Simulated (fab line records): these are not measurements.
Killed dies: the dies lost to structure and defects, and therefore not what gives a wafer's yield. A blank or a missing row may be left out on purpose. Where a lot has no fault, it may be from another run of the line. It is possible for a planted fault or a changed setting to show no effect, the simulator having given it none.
Split-lot study	flow n5Finfet	7 lots, 39 wafers read, on a route of 1938 steps

## SPLIT DETAILS
At N5_SD_EPI_N_EPI_21 (deposits Si:P, time 690 s), the setting pressureTorr was moved away from the recipe's 255 Torr on 30 of the 39 wafers read, by -16.4% to +17.2%. This setting was run at the recipe's value on the other wafers.

## FROM THE SPLIT TO THE READING: what the file shows between them, 4 steps
- N5_SD_EPI_N_EPI_MEAS_23
- N5_SD_EPI_N_PRECLEAN_24: cleans in O3/DIW, time 60 s
- N5_SD_EPI_N_SRD_25: time 30 s
- N5_SD_EPI_P_EPI_21: deposits SiGe:B, time 355 s

## THE READING
Si-P_of_SD_EPI_N_EPI_21.thkNm (the simulator's own value, which no gauge read), in nm, at N5_SD_EPI_P_HM_STRIP_48 (strips SiNx in H3PO4, material SiNx, target depth 3 nm). The file does not state a usual value for it. Across the 9 wafers here that went through the recipe, the average is 59.1 nm and the standard deviation 0.37 nm.

wafer	tool, chamber at the split	pressureTorr as run, Torr	against the recipe	Si-P_of_SD_EPI_N_EPI_21.thkNm, nm	against lot-mates on the recipe
L083.1	epiRpcvd-01, 0	284.8	+11.7%	60	no lot-mate on the recipe
L083.2	epiRpcvd-01, 0	284.8	+11.7%	60	no lot-mate on the recipe
L083.3	epiRpcvd-01, 0	284.8	+11.7%	60	no lot-mate on the recipe
L083.6	epiRpcvd-01, 0	284.8	+11.7%	60	no lot-mate on the recipe
L083.4	epiRpcvd-01, 0	284.8	+11.7%	60.2	no lot-mate on the recipe
L083.5	epiRpcvd-01, 0	284.8	+11.7%	59.6	no lot-mate on the recipe
L085.1	epiRpcvd-01, 0	216.8	-15.0%	54.2	no lot-mate on the recipe
L085.2	epiRpcvd-01, 0	216.8	-15.0%	54.6	no lot-mate on the recipe
L085.3	epiRpcvd-01, 0	216.8	-15.0%	55	no lot-mate on the recipe
L085.4	epiRpcvd-01, 0	216.8	-15.0%	55	no lot-mate on the recipe
L085.5	epiRpcvd-01, 0	216.8	-15.0%	55	no lot-mate on the recipe
L085.6	epiRpcvd-01, 0	216.8	-15.0%	55	no lot-mate on the recipe
L088.1	epiRpcvd-02, 0	255	recipe	59	-
L088.2	epiRpcvd-02, 0	255	recipe	58.4	-
L088.3	epiRpcvd-02, 0	255	recipe	59.8	-
L088.4	epiRpcvd-02, 0	255	recipe	58.8	-
L088.5	epiRpcvd-02, 0	255	recipe	59.4	-
L088.6	epiRpcvd-02, 0	255	recipe	59.2	-
L089.1	epiRpcvd-02, 0	213.2	-16.4%	54.4	no lot-mate on the recipe
L089.2	epiRpcvd-02, 0	213.2	-16.4%	54.4	no lot-mate on the recipe
L089.3	epiRpcvd-02, 0	213.2	-16.4%	55	no lot-mate on the recipe
L089.4	epiRpcvd-02, 0	213.2	-16.4%	55.2	no lot-mate on the recipe
L089.5	epiRpcvd-02, 0	213.2	-16.4%	54	no lot-mate on the recipe
L089.6	epiRpcvd-02, 0	213.2	-16.4%	54.8	no lot-mate on the recipe
L090.1	epiRpcvd-02, 0	255	recipe	59	-
L090.2	epiRpcvd-02, 0	255	recipe	59	-
L090.6	epiRpcvd-02, 0	255	recipe	59.2	-
L092.1	epiRpcvd-01, 0	229.2	-10.1%	56.2	no lot-mate on the recipe
L092.3	epiRpcvd-01, 0	229.2	-10.1%	56.2	no lot-mate on the recipe
L092.5	epiRpcvd-01, 0	229.2	-10.1%	56.2	no lot-mate on the recipe
L092.6	epiRpcvd-01, 0	229.2	-10.1%	56.2	no lot-mate on the recipe
L092.2	epiRpcvd-01, 0	229.2	-10.1%	56.6	no lot-mate on the recipe
L092.4	epiRpcvd-01, 0	229.2	-10.1%	55.6	no lot-mate on the recipe
L096.1	epiRpcvd-01, 0	298.8	+17.2%	62.6	no lot-mate on the recipe
L096.4	epiRpcvd-01, 0	298.8	+17.2%	62.6	no lot-mate on the recipe
L096.2	epiRpcvd-01, 0	298.8	+17.2%	62.4	no lot-mate on the recipe
L096.3	epiRpcvd-01, 0	298.8	+17.2%	61.4	no lot-mate on the recipe
L096.5	epiRpcvd-01, 0	298.8	+17.2%	62	no lot-mate on the recipe
L096.6	epiRpcvd-01, 0	298.8	+17.2%	62	no lot-mate on the recipe

FIT RESULTS
A straight line over all 39 wafers: Si-P_of_SD_EPI_N_EPI_21.thkNm changes by +0.214 nm for each +1% of pressureTorr; r = +0.97; the points scatter about the line by 0.64 nm.
Too few moved wafers have a lot-mate on the recipe to fit a line with each lot's own level taken away.

## THE WHOLE CHAIN: every reading that the file lists as answering this split, in the file's order
step	what it does	reading	change (the file's fit)	r (the file's)
N5_SD_EPI_N_EPI_21	deposits Si:P, time 690 s	Si-P_of_SD_EPI_N_EPI_21.thkNm (the simulator's own value, which no gauge read)	+0.218 nm for each +1% of the setting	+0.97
N5_SD_EPI_N_EPI_MEAS_23		thkNm	withheld for each +1% of the setting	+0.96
N5_SD_EPI_P_HM_STRIP_48	strips SiNx in H3PO4, material SiNx, target depth 3 nm	Si-P_of_SD_EPI_N_EPI_21.thkNm (the simulator's own value, which no gauge read)	+0.214 nm for each +1% of the setting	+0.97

## THE FILE'S OWN FIT
Si-P_of_SD_EPI_N_EPI_21.thkNm changes by +0.214 nm for each +1% of pressureTorr, r = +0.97.
